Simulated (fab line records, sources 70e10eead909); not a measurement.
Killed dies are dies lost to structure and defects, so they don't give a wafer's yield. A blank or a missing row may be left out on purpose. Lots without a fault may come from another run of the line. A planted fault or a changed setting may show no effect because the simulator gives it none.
fab line records | flow nand_harc | part 1 of 2: steps 1 to 3 of 6
record lots=24 wafers=72 last_day=33
route steps=1302 shown A_BLC@1120 A_M0@1147 A_M1@1181
lots that met no fault: from a run of the same line without faults
start_h: hours from the record's first day to the start of the lot's first wafer shown | wait_h: hours since the lot's step before | " the same as in the row above | L1.1+2: a row that stands for several wafers | - no value, or no start given | * or withheld: withheld | < > ~ a bound
route shown NAME@n: a module of which the file shows steps, and the number in the route of the first | usual: mean/standard deviation of fault-free wafers | same: alike in all rows | chamber/n: place in a boat | sites: the reading at each site | _std_site: their standard deviation | _edge_site: outer sites' mean less inner sites' | radius_mm: how far each site lies from the wafer's centre | mask NAME#n: copy n | behind: the tool/chamber that last shaped the wafer | hold: why the lot was held/for how many hours/how that ended | device: the transistor (n, p or np) that didn't switch | end of line: the same wafers' tests at the end of the route | a step without rows: its recipe alone | killed: dies lost to structure and defects at the first sort, not the wafer's yield | map: a wafer's dies, x killed, . not, _ none there
set.NAME: the setting as run; set.NAME@STEP: as run at that earlier step | model.NAME: the simulator's own value behind a step, which no gauge read
steps of the route over a sample of lots; a table a step, a row a wafer
services: from which hour (start_h, from the record's first day; less than 0 if before it) a tool's chamber was out of use, for how many hours, and why
## steps
# step NHARC_A_BLC_DESCUM_15
# recipe time_s=3 o2_flow_sccm=200 ar_flow_sccm=0 bias_power_w=0 chemistry=O2
# usual drypump_motor_current_A=6.1/0.33 oes_product_au=1.001/0.0072 rf_vpp_V=57.9/0.9 showerhead_plenum_p_Torr=1.93/0.078 throttle_valve_pct=11.312/0.0087
# columns lot.wafer tool chamber start_h wait_h drypump_motor_current_A oes_product_au rf_hours_counter_h rf_vpp_V showerhead_plenum_p_Torr throttle_valve_pct
L074.3 rie_diel-12 2 509.68 0.1 6.3 0.988 5 57.3 1.78 11.309
L074.4 " 3 " " 6.5 1.005 5 59.5 1.92 11.297
L074.6 " 3 " " 6.5 0.997 - 58.0 1.92 11.313
L075.3 rie_diel-12 3 526.65 0.1 6.5 1.005 7 58.1 1.92 11.326
L075.4 " 2 " " 6.3 0.989 7 56.7 1.78 11.302
L075.5 " 0 " " 6.2 1.008 - 58.9 2.01 11.307
L076.4 rie_diel-13 2 529.77 0.1 5.8 1.012 0 57.9 1.92 11.304
L076.5 " 2 " " 5.7 1.008 - 57.8 1.92 11.319
L076.6 " 3 " " 5.9 1.004 - 57.9 2.04 11.325
L077.2 rie_diel-13 2 534.52 0.1 5.8 1.006 1 56.5 1.92 11.318
L077.4 " 0 " " 6.5 1.004 1 57.9 1.86 11.320
L077.1 " 1 " " 6.3 1.000 1 57.5 2.00 11.289
L078.2 rie_diel-07 0 550.04 0.1 5.8 1.005 27 57.6 1.98 11.324
L078.4 " 1 " " 5.5 0.999 28 58.7 1.86 11.307
L078.6 " 0 " " 5.8 1.013 - 58.3 1.98 11.310
L080.4 rie_diel-12 0 563.45 0.1 6.2 1.010 9 57.4 2.01 11.309
L080.1 " 1 " " 5.7 0.998 9 56.8 1.87 11.314
L080.5 " 3 " " 6.5 1.008 - 55.8 1.92 11.314
L079.3 rie_diel-07 2 567.80 0.1 5.6 0.996 28 57.2 1.89 11.315
L079.1 " 1 " " 5.5 0.995 34 58.1 1.86 11.301
L079.5 " 3 " " 6.0 1.006 - 59.6 1.93 11.309
L081.1 rie_diel-13 1 578.60 0.1 6.3 0.991 4 58.5 2.00 11.321
L081.2 " 2 " " 5.8 1.004 3 58.3 1.92 11.316
L081.4 " 3 " " 5.9 1.001 3 58.1 2.04 11.302
L082.1 rie_diel-13 0 605.77 0.1 6.5 1.007 5 58.3 1.86 11.310
L082.4 " 1 " " 6.3 1.001 5 58.2 2.00 11.305
L082.6 " 1 " " 6.3 1.005 - 59.8 2.00 11.301
L083.1 rie_diel-13 3 606.97 0.1 5.9 0.999 5 58.0 2.04 11.310
L083.4 " 2 " " 5.7 0.993 4 58.6 1.91 11.320
L083.6 " 0 " " 6.5 1.003 - 57.4 1.86 11.320
L084.1 rie_diel-12 3 608.61 0.1 6.5 1.010 14 57.0 1.92 11.323
L084.5 " 3 " " 6.5 0.987 - 57.5 1.92 11.313
L084.6 " 0 " " 6.3 0.991 - 59.1 2.00 11.314
L086.3 rie_diel-12 2 620.18 0.1 6.3 0.994 15 57.1 1.78 11.314
L086.4 " 0 " " 6.2 1.005 13 59.7 2.00 11.309
L086.6 " 2 " " 6.3 0.985 - 58.2 1.78 11.304
L085.1 rie_diel-13 0 621.89 0.1 6.6 1.008 6 57.4 1.86 11.315
L085.3 " 2 " " 5.7 1.006 6 57.1 1.91 11.314
L085.5 " 0 " " 6.5 1.012 - 58.5 1.86 11.307
L089.2 rie_diel-13 0 642.68 0.1 6.5 1.008 8 57.0 1.86 11.313
L089.3 " 1 " " 6.3 1.003 8 57.8 2.00 11.314
L089.5 " 2 " " 5.7 1.006 - 55.3 1.91 11.313
L087.4 rie_diel-12 0 650.41 0.1 6.2 0.989 0 59.2 2.00 11.322
L087.2 " 1 " " 5.7 0.995 2 56.8 1.87 11.300
L087.6 " 3 " " 6.5 0.992 - 57.9 1.92 11.309
L088.2 rie_diel-13 0 650.78 0.1 6.6 1.004 9 57.2 1.86 11.323
L088.5 " 3 " " 5.9 1.005 - 58.4 2.04 11.317
L088.6 " 0 " " 6.6 1.001 - 56.5 1.86 11.311
L091.3 rie_diel-12 2 674.28 0.1 6.3 1.003 4 56.7 1.78 11.303
L091.2 " 3 " " 6.5 1.005 4 56.2 1.92 11.309
L091.5 " 2 " " 6.3 0.992 - 56.2 1.78 11.304
L090.1 rie_diel-13 3 690.93 0.1 5.9 1.006 11 59.7 2.04 11.293
L090.2 " 1 " " 6.3 1.003 11 57.2 1.99 11.318
L090.6 " 3 " " 5.9 1.003 - 58.4 2.04 11.298
L094.4 rie_diel-07 2 707.12 0.1 5.6 0.999 13 57.7 1.87 11.307
L094.3 " 0 " " 5.8 1.018 13 57.8 1.96 11.293
L094.1 " 1 " " 5.5 0.998 14 56.5 1.85 11.311
L092.4 rie_diel-13 1 711.78 0.1 6.3 0.991 0 57.5 1.99 11.305
L092.5 " 2 " " 5.7 0.997 - 57.9 1.91 11.325
L092.6 " 3 " " 5.9 1.006 - 57.8 2.04 11.302
L093.4 rie_diel-12 2 712.56 0.1 6.3 1.002 8 58.4 1.78 11.308
L093.5 " 2 " " 6.3 0.997 - 56.9 1.78 11.322
L093.6 " 3 " " 6.5 1.003 - 57.2 1.92 11.313
L096.2 rie_diel-13 1 720.06 0.1 6.3 0.995 1 58.0 1.99 11.316
L096.5 " 2 " " 5.8 1.003 - 57.3 1.91 11.314
L096.6 " 3 " " 5.9 1.022 - 59.3 2.04 11.320
L095.1 rie_diel-12 3 726.11 0.1 6.5 0.991 8 57.1 1.92 11.313
L095.2 " 0 " " 6.2 1.004 6 57.4 2.00 11.299
L095.6 " 0 " " 6.2 0.996 - 58.2 2.00 11.329
L097.1 rie_diel-13 3 740.01 0.1 5.9 1.005 3 58.8 2.04 11.311
L097.2 " 0 " " 6.6 1.001 3 58.6 1.86 11.301
L097.5 " 2 " " 5.8 1.000 - 58.0 1.91 11.327
# step NHARC_A_BLC_ETCH_16
# recipe target_depth_a=390 over_etch_frac=0.3 time_s=65 ion_energy_ev=80 cf4_flow_sccm=150 ar_flow_sccm=0 rf_w=300 bias_w=100 chemistry=CF4
# usual drypump_motor_current_A=6.1/0.34 oes_product_au=1.001/0.0074 rf_fwd_power_W=297.1/1.2 rf_vpp_V=151.4/1.2 showerhead_plenum_p_Torr=1.78/0.067 throttle_valve_pct=13.284/0.0094
# same over_etch_frac=0.3
# columns lot.wafer tool chamber start_h wait_h drypump_motor_current_A oes_product_au rf_fwd_power_W rf_hours_counter_h rf_vpp_V showerhead_plenum_p_Torr throttle_valve_pct
L074.3 rie_diel-12 0 509.77 0.1 6.2 1.005 294.8 5 152.3 1.85 13.275
L074.4 " 2 " " 6.3 0.988 296.5 5 149.9 1.65 13.283
L074.6 " 0 " " 6.2 0.992 293.8 - 152.7 1.85 13.285
L075.4 rie_diel-12 1 526.73 0.1 5.7 0.996 299.5 6 152.5 1.73 13.263
L075.3 " 0 " " 6.2 1.005 295.1 6 152.4 1.85 13.299
L075.5 " 1 " " 5.7 1.006 298.2 - 148.8 1.73 13.274
L076.4 rie_diel-13 3 529.87 0.1 5.9 0.999 297.8 0 152.7 1.88 13.276
L076.6 " 0 " " 6.6 1.007 295.5 - 151.2 1.72 13.286
L076.5 " 1 " " 6.3 0.994 294.7 - 152.6 1.84 13.277
L077.2 rie_diel-13 0 534.60 0.1 6.6 1.002 298.6 1 150.2 1.72 13.280
L077.1 " 2 " " 5.7 1.003 298.2 1 150.6 1.77 13.284
L077.4 " 3 " " 5.9 0.994 298.1 1 152.4 1.88 13.277
L078.4 rie_diel-07 1 550.13 0.1 5.5 0.991 297.6 28 151.7 1.73 13.271
L078.2 " 0 " " 5.8 1.003 298.5 27 151.4 1.82 13.292
L078.6 " 1 " " 5.5 0.991 297.3 - 150.9 1.73 13.279
L080.1 rie_diel-12 2 563.53 0.1 6.3 0.994 297.3 10 148.9 1.65 13.279
L080.4 " 3 " " 6.5 1.003 298.0 10 151.9 1.77 13.280
L080.5 " 3 " " 6.5 0.997 298.4 - 150.9 1.77 13.288
L079.1 rie_diel-07 0 567.89 0.1 5.7 0.995 296.6 34 151.7 1.82 13.289
L079.3 " 2 " " 5.6 0.996 297.3 28 150.2 1.74 13.297
L079.5 " 3 " " 6.0 0.992 295.4 - 153.0 1.79 13.290
L081.1 rie_diel-13 3 578.69 0.1 5.9 1.012 299.0 3 154.6 1.88 13.282
L081.4 " 0 " " 6.5 1.011 297.2 4 151.1 1.72 13.284
L081.2 " 1 " " 6.3 1.003 297.0 4 154.1 1.84 13.281
L082.4 rie_diel-13 3 605.86 0.1 5.9 1.001 297.1 4 152.0 1.88 13.274
L082.1 " 1 " " 6.4 0.998 296.7 5 152.2 1.84 13.271
L082.6 " 3 " " 5.9 1.008 296.7 - 151.9 1.88 13.268
L083.1 rie_diel-13 1 607.06 0.1 6.3 0.997 296.8 5 151.2 1.84 13.286
L083.4 " 3 " " 5.9 1.010 297.4 5 151.8 1.88 13.272
L083.6 " 0 " " 6.6 0.992 297.3 - 150.8 1.72 13.291
L084.1 rie_diel-12 2 608.70 0.1 6.3 1.000 296.7 13 149.7 1.65 13.279
L084.6 " 2 " " 6.3 0.995 297.5 - 150.2 1.65 13.287
L084.5 " 3 " " 6.5 1.005 299.0 - 150.4 1.77 13.256
L086.4 rie_diel-12 3 620.27 0.1 6.5 1.012 297.9 15 151.1 1.77 13.287
L086.3 " 0 " " 6.2 1.015 295.7 13 152.8 1.85 13.280
L086.6 " 3 " " 6.5 1.003 297.0 - 152.5 1.77 13.273
L085.1 rie_diel-13 2 621.98 0.1 5.7 1.003 297.8 6 151.2 1.77 13.288
L085.3 " 3 " " 5.9 1.009 297.3 5 152.2 1.88 13.284
L085.5 " 1 " " 6.3 0.995 296.3 - 151.6 1.84 13.274
L089.2 rie_diel-13 1 642.76 0.1 6.3 1.002 296.5 8 152.0 1.84 13.295
L089.3 " 2 " " 5.8 1.013 297.3 7 150.5 1.77 13.281
L089.5 " 0 " " 6.5 1.003 295.2 - 151.5 1.72 13.270
L087.4 rie_diel-12 1 650.49 0.1 5.7 0.995 299.6 2 149.9 1.73 13.279
L087.2 " 3 " " 6.5 0.999 297.4 2 152.4 1.77 13.299
L087.6 " 0 " " 6.2 0.991 296.2 - 150.6 1.85 13.289
L088.2 rie_diel-13 0 650.88 0.1 6.5 0.999 295.5 9 150.5 1.72 13.270
L088.6 " 1 " " 6.3 0.994 299.1 - 151.1 1.84 13.272
L088.5 " 2 " " 5.7 1.003 297.5 - 153.2 1.77 13.284
L091.3 rie_diel-12 3 674.36 0.1 6.5 1.000 297.9 4 151.1 1.77 13.295
L091.2 " 1 " " 5.7 1.005 297.6 4 150.1 1.73 13.278
L091.5 " 3 " " 6.5 0.993 297.7 - 150.8 1.77 13.282
L090.1 rie_diel-13 1 691.02 0.1 6.3 1.004 296.2 11 153.8 1.84 13.293
L090.2 " 0 " " 6.5 1.008 296.4 12 151.3 1.72 13.272
L090.6 " 2 " " 5.7 1.003 297.9 - 152.2 1.77 13.283
L094.1 rie_diel-07 1 707.21 0.1 5.5 0.994 298.2 14 151.4 1.72 13.285
L094.4 " 2 " " 5.6 0.997 296.9 13 152.0 1.73 13.294
L094.3 " 3 " " 6.0 1.004 296.8 13 150.6 1.78 13.289
L092.4 rie_diel-13 2 711.84 0.1 5.7 0.988 296.6 0 151.5 1.77 13.293
L092.6 " 2 " " 5.7 1.001 297.1 - 153.2 1.77 13.289
L092.5 " 3 " " 5.9 1.007 297.4 - 153.5 1.88 13.278
L093.4 rie_diel-12 1 712.95 0.4 5.7 1.004 297.9 8 152.2 1.73 13.285
L093.6 " 3 " " 6.5 0.992 299.1 - 151.2 1.77 13.298
L093.5 " 0 " " 6.2 1.003 295.9 - 151.7 1.84 13.286
L096.2 rie_diel-13 3 720.14 0.1 5.9 1.022 296.0 1 152.1 1.88 13.278
L096.5 " 0 " " 6.5 0.999 295.7 - 150.2 1.72 13.296
L096.6 " 1 " " 6.3 0.990 296.3 - 152.6 1.84 13.301
L095.2 rie_diel-12 1 726.20 0.1 5.7 0.993 296.8 9 151.2 1.73 13.295
L095.1 " 3 " " 6.5 1.001 299.2 8 150.3 1.77 13.279
L095.6 " 1 " " 5.7 1.006 297.7 - 151.0 1.73 13.271
L097.2 rie_diel-13 0 740.09 0.1 6.6 0.993 297.3 3 151.4 1.72 13.281
L097.1 " 1 " " 6.3 0.992 298.3 2 151.6 1.84 13.285
L097.5 " 3 " " 5.9 1.004 295.4 - 153.1 1.88 13.292
# step NHARC_A_M0_CD_MEAS_09
# recipe target_cd_nm=80 landing_energy_ev=500
# usual cd_nm=79.9/0.6
# columns lot.wafer tool chamber start_h wait_h cd_nm
L074.3 cd_sem-01 0 513.42 - 80.0
L074.4 " 0 " " 80.0
L074.6 " 0 " " 80.7
L075.3 cd_sem-03 0 530.79 - 79.6
L075.4 " 0 " " 79.9
L075.5 " 0 " " 80.3
L076.4 cd_sem-01 0 533.60 - 79.8
L076.5 " 0 " " 79.1
L076.6 " 0 " " 79.2
L077.1 cd_sem-01 0 538.35 - 80.6
L077.2 " 0 " " 79.2
L077.4 " 0 " " 80.0
L078.2 cd_sem-01 0 553.91 - 79.6
L078.4 " 0 " " 80.1
L078.6 " 0 " " 79.4
L080.1 cd_sem-01 0 567.29 - 79.8
L080.4 " 0 " " 79.7
L080.5 " 0 " " 80.0
L079.1 cd_sem-03 0 571.66 - 80.5
L079.3 " 0 " " 79.4
L079.5 " 0 " " 79.5
L081.1 cd_sem-02 0 582.44 - 79.4
L081.2 " 0 " " 80.1
L081.4 " 0 " " 79.7
L082.1 cd_sem-01 0 609.62 - 80.5
L082.4 " 0 " " 80.7
L082.6 " 0 " " 79.9
L083.1 cd_sem-01 0 611.04 - 78.5
L083.4 " 0 " " 79.3
L083.6 " 0 " " 79.2
L084.1 cd_sem-02 0 612.45 - 80.7
L084.5 " 0 " " 80.8
L084.6 " 0 " " 80.5
L086.3 cd_sem-03 0 623.97 - 80.1
L086.4 " 0 " " 80.2
L086.6 " 0 " " 80.4
L085.1 cd_sem-01 0 625.76 - 80.6
L085.3 " 0 " " 80.6
L085.5 " 0 " " 79.6
L089.2 cd_sem-02 0 646.41 - 79.9
L089.3 " 0 " " 80.9
L089.5 " 0 " " 80.1
L087.2 cd_sem-01 0 654.58 - 80.1
L087.4 " 0 " " 80.6
L087.6 " 0 " " 81.0
L088.2 cd_sem-02 0 654.73 - 80.2
L088.5 " 0 " " 79.8
L088.6 " 0 " " 79.8
L091.2 cd_sem-02 0 677.99 - 81.0
L091.3 " 0 " " 79.7
L091.5 " 0 " " 79.6
L090.1 cd_sem-03 0 694.78 - 79.9
L090.2 " 0 " " 80.7
L090.6 " 0 " " 80.4
L094.1 cd_sem-03 0 713.63 - 79.9
L094.3 " 0 " " 79.8
L094.4 " 0 " " 80.0
L092.4 cd_sem-03 0 715.61 - 79.6
L092.5 " 0 " " 79.3
L092.6 " 0 " " 80.2
L093.4 cd_sem-03 0 716.68 - 79.2
L093.5 " 0 " " 79.5
L093.6 " 0 " " 79.8
L096.2 cd_sem-01 0 724.20 - 79.2
L096.5 " 0 " " 78.9
L096.6 " 0 " " 79.1
L095.1 cd_sem-03 0 729.99 - 79.9
L095.2 " 0 " " 79.3
L095.6 " 0 " " 79.5
L097.1 cd_sem-02 0 743.83 - 78.8
L097.2 " 0 " " 79.0
L097.5 " 0 " " 79.4
